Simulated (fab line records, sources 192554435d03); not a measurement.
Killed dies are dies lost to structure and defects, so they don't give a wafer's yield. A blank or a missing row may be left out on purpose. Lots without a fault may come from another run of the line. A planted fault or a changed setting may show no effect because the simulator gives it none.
Split-lot experiment | flow n5_finfet | 7 lots, 39 wafers read, on a route of 1938 steps

THE SPLIT
At N5_BEOL_M0_SAQP_SPACER1_ALD_98 (deposits SiO2, target thk 12.8 nm, pulse time 1 s, purge time 2 s), the setting ald_cycles was moved away from the recipe's 138 on 6 of the 39 wafers read, by +28.3% to +41.3%. The other wafers ran this setting at the recipe's value.

FROM THE SPLIT TO THE READING: what the file shows between them, 2 steps
- N5_BEOL_M0_SAQP_SPACER1_ETCHBACK_99: etches SiO2 in CHF3/O2, target depth 15.4 nm, time 7.7 s
- N5_BEOL_M0_SAQP_MANDREL1_REMOVE_100: chemistry HBr/Cl2/O2, target a-Si, stops on SiNx, bt time 10 s

THE READING
cd_nm, in nm, at N5_BEOL_M0_SAQP_CD_MEAS_25 (target cd 13.1 nm). Fault-free wafers of this fab line usually give 12.85 nm, standard deviation 0.23 nm.

wafer  | tool, chamber at the split | ald_cycles as run | against the recipe | cd_nm, nm | against lot-mates on the recipe
L074.1 | ald_sin-02, 3,2,1,2,1,3    | 138               | recipe             | 13.01     | -
L074.2 | ald_sin-02, 3,2,1,2,1,3    | 138               | recipe             | 13.00     | -
L074.3 | ald_sin-02, 3,2,1,2,1,3    | 138               | recipe             | 12.40     | -
L074.4 | ald_sin-02, 3,2,1,2,1,3    | 138               | recipe             | 12.62     | -
L074.5 | ald_sin-02, 3,2,1,2,1,3    | 138               | recipe             | 12.97     | -
L074.6 | ald_sin-02, 3,2,1,2,1,3    | 138               | recipe             | 13.06     | -
L078.1 | ald_sin-04, 0,3,0          | 195               | +41.3%             | 17.79     | +4.88
L078.2 | ald_sin-04, 2,3,2          | 138               | recipe             | 12.89     | -
L078.3 | ald_sin-04, 0,3,0          | 195               | +41.3%             | 18.24     | +5.33
L078.4 | ald_sin-04, 0,3,0          | 195               | +41.3%             | 18.10     | +5.19
L078.5 | ald_sin-04, 2,3,2          | 138               | recipe             | 13.03     | -
L078.6 | ald_sin-04, 2,3,2          | 138               | recipe             | 12.81     | -
L081.1 | ald_sin-02, 3,1            | 177               | +28.3%             | 16.57     | +3.74
L081.2 | ald_sin-02, 0              | 177               | +28.3%             | 16.93     | +4.10
L081.3 | ald_sin-02, 2,1,2          | 138               | recipe             | 12.82     | -
L081.4 | ald_sin-02, 2,1,2          | 138               | recipe             | 12.64     | -
L081.5 | ald_sin-02, 3,1            | 177               | +28.3%             | 16.43     | +3.60
L081.6 | ald_sin-02, 2,1,2          | 138               | recipe             | 13.03     | -
L085.1 | ald_sin-02, 3,1,2,0,1,2    | 138               | recipe             | 13.11     | -
L085.2 | ald_sin-02, 3,1,2,0,1,2    | 138               | recipe             | 13.02     | -
L085.3 | ald_sin-02, 3,1,2,0,1,2    | 138               | recipe             | 13.00     | -
L085.4 | ald_sin-02, 3,1,2,0,1,2    | 138               | recipe             | 12.91     | -
L085.5 | ald_sin-02, 3,1,2,0,1,2    | 138               | recipe             | 12.96     | -
L085.6 | ald_sin-02, 3,1,2,0,1,2    | 138               | recipe             | 12.98     | -
L088.1 | ald_sin-04, 2,0,0,2        | 138               | recipe             | 12.96     | -
L088.2 | ald_sin-04, 2,0,0,2        | 138               | recipe             | 12.76     | -
L088.3 | ald_sin-04, 3              | 138               | recipe             | 12.82     | -
L088.4 | ald_sin-04, 2,0,0,2        | 138               | recipe             | 12.71     | -
L088.5 | ald_sin-04, 2,0,0,2        | 138               | recipe             | 12.48     | -
L088.6 | ald_sin-04, 3              | 138               | recipe             | 12.97     | -
L090.1 | ald_sin-02, 0,3,3          | 138               | recipe             | 12.87     | -
L090.2 | ald_sin-02, 0,3,3          | 138               | recipe             | 12.98     | -
L090.6 | ald_sin-02, 0,3,3          | 138               | recipe             | 12.67     | -
L097.1 | ald_sin-02, 3,1,2,0,3      | 138               | recipe             | 12.86     | -
L097.2 | ald_sin-02, 3,1,2,0,3      | 138               | recipe             | 13.08     | -
L097.3 | ald_sin-02, 3,1,2,0,3      | 138               | recipe             | 13.24     | -
L097.4 | ald_sin-02, 3,1,2,0,3      | 138               | recipe             | 12.80     | -
L097.5 | ald_sin-02, 3,1,2,0,3      | 138               | recipe             | 12.75     | -
L097.6 | ald_sin-02, 2              | 138               | recipe             | 13.15     | -
Where a row lists several chambers, the file gives one row for several wafers and doesn't say which wafer went through which chamber.

THE FIT
A straight line over all 39 wafers: cd_nm changes by +0.127 nm for each +1% of ald_cycles; r = +0.99; the points scatter about the line by 0.2 nm.
The same after taking each lot's own level away (the mean of its wafers on the recipe; 39 wafers): +0.128 nm for each +1%; r = +0.99; scatter 0.19 nm.
On that fit, the largest move of ald_cycles shifts the reading by 5.3 nm.
The lots' own levels span 12.783 to 12.997 nm, that is 0.9 times the standard deviation above.
So the lot-to-lot level changes the slope little: the two slopes agree.
Check: with one of the wafers moved furthest among these (+41.3%) left out of the fit, the line predicts +5.39 nm for it against its lot-mates. It came out at +4.88 nm against them.

OTHER SPLITS ON THESE WAFERS
These wafers also went through other splits before the reading. Each is held against what the fit with the lots' levels taken away leaves over:
other split on the same wafers   | wafers away from the commonest value | r with cd_nm (lot level and that fit taken away)
N5_HKMG_FIN_HK_ALD_01 ald_cycles | 15                                   | +0.18
N5_GATE_CUT_HM_DEP_46 time_s     | 9                                    | +0.04

THE WHOLE CHAIN: every reading that the file lists as answering this split, in the file's order
step                                | what it does                                                      | reading                                                                                     | change (the file's fit)               | r (the file's)
N5_BEOL_M0_SAQP_SPACER1_ALD_98      | deposits SiO2, target thk 12.8 nm, pulse time 1 s, purge time 2 s | SiO2_of_BEOL_M0_SAQP_SPACER1_ALD_98.thk_nm (the simulator's own value, which no gauge read) | +0.127 nm for each +1% of the setting | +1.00
N5_BEOL_M0_SAQP_MANDREL1_REMOVE_100 | chemistry HBr/Cl2/O2, target a-Si, stops on SiNx, bt time 10 s    | BEOL_M0_SAQP.cd_nm (the simulator's own value, which no gauge read)                         | +0.126 nm for each +1% of the setting | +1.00
N5_BEOL_M0_SAQP_CD_MEAS_25          | target cd 13.1 nm                                                 | cd_nm                                                                                       | +0.128 nm for each +1% of the setting | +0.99

THE FILE'S OWN FIT
cd_nm changes by +0.128 nm for each +1% of ald_cycles, r = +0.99.
